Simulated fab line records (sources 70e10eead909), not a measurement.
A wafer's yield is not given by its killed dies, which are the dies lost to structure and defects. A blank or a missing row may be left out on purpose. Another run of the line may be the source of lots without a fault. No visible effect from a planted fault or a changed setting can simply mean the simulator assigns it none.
Which tool is to blame?	flow nand_harc	13 lots with 39 wafers sampled at 6 steps, on a route of 1302 steps

== WHAT EACH GAUGE READ, for each wafer ==
NHARC_P_GATE_INSPECT_68. Usual: raw_defect_count reads 200 (standard deviation 63).
lot	measured	on	raw_defect_count	flag
L305	day 6 01:07	defect_inspect-02	145 162 161	
L307	day 6 17:16	defect_inspect-01	215 200 268	
L306	day 6 17:40	defect_inspect-02	326 260 130	
L308	day 7 05:22	defect_inspect-01	265 185 238	
L309	day 7 09:53	defect_inspect-02	151 118 189	
L310	day 7 16:35	defect_inspect-01	242 133 203	
L311	day 8 06:00	defect_inspect-02	167 181 206	
L318	day 11 00:52	defect_inspect-01	302 190 198	
L320	day 11 19:55	defect_inspect-02	203 186 264	
L324	day 13 14:07	defect_inspect-02	115 148 229	
L326	day 14 13:50	defect_inspect-02	270 231 236	
L327	day 15 10:13	defect_inspect-01	156 146 122	
L328	day 15 12:11	defect_inspect-02	118 119 191	

NHARC_P_CONTACT_CD_MEAS_12: the cd target is 90 nm. Usual: cd_nm reads 90.2 nm (standard deviation 0.62).
lot	measured	on	cd_nm (nm)	flag
L305	day 6 02:37	cd_sem-01	90.0 89.6 90.4	
L307	day 6 18:53	cd_sem-03	89.0 89.9 89.2	
L306	day 6 19:17	cd_sem-02	89.7 89.6 90.5	
L308	day 7 06:58	cd_sem-01	90.5 90.9 90.1	
L309	day 7 11:29	cd_sem-02	90.1 90.0 88.9	
L310	day 7 18:19	cd_sem-03	97.1 96.2 96.4	OFF
L311	day 8 07:37	cd_sem-02	89.8 90.5 91.6	
L318	day 11 02:25	cd_sem-03	89.8 89.7 90.4	
L320	day 11 21:31	cd_sem-02	90.6 90.7 90.0	
L324	day 13 15:37	cd_sem-02	89.7 89.3 91.0	
L326	day 14 15:26	cd_sem-03	90.1 90.5 90.7	
L327	day 15 11:50	cd_sem-03	90.8 91.1 90.8	
L328	day 15 13:48	cd_sem-01	90.9 91.0 90.3	

NHARC_P_CONTACT_OVL_MEAS_13. Usual: overlay_x_nm 0.0 nm, standard deviation 0.95; overlay_y_nm 0.0 nm, standard deviation 0.6.
lot	measured	on	overlay_x_nm (nm)	overlay_y_nm (nm)	flag
L305	day 6 02:42	overlay-01	-1.4 -0.1 -0.9	-1.5 -1.6 -1.0	
L307	day 6 18:58	overlay-02	0.6 -0.4 0.1	0.0 -0.5 -0.3	
L306	day 6 19:22	overlay-02	-0.1 0.4 0.2	0.4 0.0 0.0	
L308	day 7 07:03	overlay-01	-0.9 -0.5 -0.2	0.4 0.4 0.8	
L309	day 7 11:35	overlay-02	0.5 0.2 0.5	0.1 0.0 -0.2	
L310	day 7 18:24	overlay-02	-1.5 -1.8 -2.3	0.0 -0.4 -0.3	
L311	day 8 07:43	overlay-01	-0.8 -0.7 -1.0	-0.5 0.2 -0.1	
L318	day 11 02:30	overlay-02	-0.1 0.3 0.5	-0.4 -0.3 -0.7	
L320	day 11 21:37	overlay-01	-0.3 -0.6 -0.8	0.5 0.5 0.8	
L324	day 13 15:42	overlay-01	0.3 0.5 0.1	-0.8 -0.6 -1.0	
L326	day 14 15:32	overlay-02	-1.2 -1.3 -1.5	0.1 0.1 -0.2	
L327	day 15 11:55	overlay-01	0.0 0.3 0.6	-0.5 -0.9 -0.6	
L328	day 15 13:53	overlay-02	0.3 0.8 0.6	-0.7 -0.2 -0.6	

NHARC_P_CONTACT_INSPECT_14. Usual: raw_defect_count reads 3.7 (standard deviation 2).
lot	measured	on	raw_defect_count	flag
L305	day 6 02:44	defect_inspect-01	1 2 3	
L307	day 6 19:01	defect_inspect-01	4 3 4	
L306	day 6 19:25	defect_inspect-01	3 4 5	
L308	day 7 07:05	defect_inspect-01	1 7 4	
L309	day 7 11:37	defect_inspect-02	4 4 2	
L310	day 7 18:26	defect_inspect-01	2 7 5	
L311	day 8 07:45	defect_inspect-02	6 3 0	
L318	day 11 02:32	defect_inspect-01	3 2 3	
L320	day 11 21:39	defect_inspect-01	4 4 5	
L324	day 13 15:44	defect_inspect-01	3 5 3	
L326	day 14 15:34	defect_inspect-02	5 5 3	
L327	day 15 11:57	defect_inspect-01	6 3 3	
L328	day 15 13:55	defect_inspect-01	5 4 4	

NHARC_P_CONTACT_CD_MEAS_19. Usual: cd_nm reads 89.6 nm (standard deviation 1.3).
lot	measured	on	cd_nm (nm)	flag
L305	day 6 03:40	cd_sem-03	90.8 90.0 88.9	
L307	day 6 19:56	cd_sem-03	89.6 90.6 87.6	
L306	day 6 20:24	cd_sem-02	89.1 89.9 90.5	
L308	day 7 08:01	cd_sem-02	88.5 93.3 88.5	
L309	day 7 12:33	cd_sem-01	91.3 89.1 88.8	
L310	day 7 19:22	cd_sem-03	98.1 94.3 96.3	OFF
L311	day 8 08:41	cd_sem-03	89.3 90.3 93.5	
L318	day 11 03:29	cd_sem-02	89.3 88.8 89.9	
L320	day 11 22:35	cd_sem-03	90.6 90.0 89.0	
L324	day 13 16:40	cd_sem-01	88.3 86.4 89.3	
L326	day 14 16:30	cd_sem-03	89.8 88.4 88.1	
L327	day 15 12:53	cd_sem-02	90.7 91.4 90.3	
L328	day 15 14:52	cd_sem-03	90.2 91.4 90.2	

== EACH LOT AND THE TOOL THAT RAN IT (in order: tool; ch and the chambers of the sampled wafers; start) ==
lot	NHARC_P_CONTACT_EXPOSE_09
L305	arfi_scanner-02 ch 0, day 6 02:28
L307	arfi_scanner-03 ch 0, day 6 18:45
L306	arfi_scanner-01 ch 0, day 6 19:09
L308	arfi_scanner-03 ch 0, day 7 06:49
L309	arfi_scanner-02 ch 0, day 7 11:21
L310	arfi_scanner-01 ch 0, day 7 18:10
L311	arfi_scanner-02 ch 0, day 8 07:29
L318	arfi_scanner-01 ch 0, day 11 02:17
L320	arfi_scanner-02 ch 0, day 11 21:23
L324	arfi_scanner-02 ch 0, day 13 15:28
L326	arfi_scanner-01 ch 0, day 14 15:18
L327	arfi_scanner-02 ch 0, day 15 11:41
L328	arfi_scanner-03 ch 0, day 15 13:40
- NHARC_P_CONTACT_EXPOSE_09: exposes mask P CA, target cd 90 nm.

== AS READ BY THE TOOLS THEMSELVES (means over the sampled wafers that have a number; for cases with no such wafer, the mark the record gives instead) ==
The record holds no such reading with a usual standard deviation.

== THE ANSWER, worked out from the rows above alone ==
Rule: lot off if the mean of its wafers having a number is beyond 3 standard deviations from the usual mean. A lot without any number at a reading at which 4 lots or more have one is off too. The other lots that the step has rows for count as sound. The gauges are gone through in route order, then the tools' own readings, and for those a lot's mean is taken as printed above. The first step at which some lot is off is used, and at that step the reading that is off furthest; a lot without a number counts as furthest.
Off: L310, at NHARC_P_CONTACT_CD_MEAS_12 (cd_nm).
A tool fits if, at a process step before that reading, it ran every lot that is off, and no sound lot after the first of them. The gauges at NHARC_P_CONTACT_CD_MEAS_12 are tried like those tools. None of those tried fits.

== WHAT THE SIMULATOR PUT IN ==
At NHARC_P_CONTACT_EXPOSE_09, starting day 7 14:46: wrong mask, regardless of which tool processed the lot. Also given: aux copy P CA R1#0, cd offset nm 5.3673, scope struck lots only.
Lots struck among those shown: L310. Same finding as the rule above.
